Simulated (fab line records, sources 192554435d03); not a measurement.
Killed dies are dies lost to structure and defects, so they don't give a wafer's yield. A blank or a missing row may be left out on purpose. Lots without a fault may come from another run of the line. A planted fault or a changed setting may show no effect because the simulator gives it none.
Chamber matching | flow n5_finfet | N5_BEOL_M3_CMP_52 on cmp-02: 4 sister chambers
The step polishes, stops on SiOC, t overpolish 6.8 s, target thk 40 nm. 22 wafers are shown with their chamber, then 11 later ones without.

WAFERS WITH THEIR CHAMBER
wafer  | chamber | motor_current_A (A) | time_to_endpoint_s (s) | overpolish_run_s (s)
L075.1 | 3       | 5.9                 | 66.4                   | 6.785
L075.4 | 0       | 5.8                 | 65.7                   | 6.795
L075.5 | 3       | 6.1                 | 65.9                   | 6.800
L082.1 | 2       | 6.4                 | 62.0                   | 6.781
L082.2 | 0       | 5.7                 | 62.7                   | 6.786
L082.6 | 0       | 5.6                 | 60.7                   | 6.804
L083.1 | 1       | 5.5                 | 59.7                   | 6.821
L083.3 | 0       | 6.2                 | 60.5                   | 6.798
L083.5 | 1       | 6.1                 | 59.8                   | 6.795
L083.2 | 2       | 6.2                 | 59.7                   | 6.799
L083.4 | 3       | 6.2                 | 62.0                   | 6.781
L083.6 | 0       | 5.8                 | 58.4                   | 6.792
L088.1 | 3       | 6.1                 | 63.7                   | 6.809
L088.2 | 1       | 5.7                 | 60.5                   | 6.788
L088.5 | 1       | 5.4                 | 65.6                   | 6.821
L090.2 | 0       | 5.6                 | 60.6                   | 6.796
L090.3 | 1       | 5.2                 | 62.4                   | 6.786
L090.6 | 1       | 5.2                 | 65.6                   | 6.800
L090.1 | 2       | 6.3                 | 62.7                   | 6.796
L090.4 | 3       | 5.9                 | 67.0                   | 6.795
L090.5 | 2       | 6.5                 | 62.1                   | 6.777
L089.1 | 1       | 5.3                 | 58.9                   | 6.796

SIGNATURES (means of the wafers above)
reading            | chamber 0 | chamber 1 | chamber 2 | chamber 3 | scatter within a chamber
motor_current_A    | 5.783     | 5.486     | 6.350     | 6.040     | 0.236
time_to_endpoint_s | 61.433    | 61.786    | 61.625    | 65.000    | 2.38
overpolish_run_s   | 6.79517   | 6.80100   | 6.78825   | 6.79400   | 0.0113
Rule: a wafer's distance from a chamber is the root of the sum, over the readings, of the square of ((its reading less the chamber's mean) divided by the reading's scatter). The wafer belongs to the nearest chamber; if the next one is less than 2 further off, it can't be placed. The scatter: the root of (the sum of the squares of (reading less its chamber's mean) over the shown wafers, divided by (wafers less chambers)).

WAFERS WITHOUT THEIR CHAMBER
wafer  | motor_current_A (A) | time_to_endpoint_s (s) | overpolish_run_s (s)
L089.2 | 5.7                 | 60.8                   | 6.809
L089.5 | 5.8                 | 59.7                   | 6.793
L092.1 | 6.4                 | 59.7                   | 6.790
L092.3 | 5.7                 | 61.4                   | 6.809
L092.5 | 5.8                 | 63.1                   | 6.824
L095.2 | 5.2                 | 63.7                   | 6.794
L095.5 | 6.4                 | 63.6                   | 6.805
L095.6 | 5.4                 | 63.8                   | 6.797
L096.1 | 6.3                 | 62.2                   | 6.818
L096.2 | 5.3                 | 61.8                   | 6.792
L096.3 | 6.3                 | 65.1                   | 6.805

WHICH CHAMBER EACH WENT THROUGH
wafer  | from the rows above               | in truth
L089.2 | can't be placed: 1 or 0 or 3      | 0
L089.5 | can't be placed: 0 or 1 or 3 or 2 | 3
L092.1 | can't be placed: 2 or 3 or 0      | 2
L092.3 | can't be placed: 1 or 0 or 3      | 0
L092.5 | can't be placed: 1 or 0 or 3 or 2 | 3
L095.2 | can't be placed: 1 or 0           | 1
L095.5 | can't be placed: 2 or 3 or 0      | 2
L095.6 | can't be placed: 1 or 0 or 3      | 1
L096.1 | can't be placed: 2 or 3 or 0 or 1 | 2
L096.2 | can't be placed: 1 or 0           | 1
L096.3 | can't be placed: 3 or 2 or 0      | 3
Placed correctly: 0 of 11. Can't be placed from these rows: 11 (the true chamber is among the candidates in 11). Placed wrongly: 0.
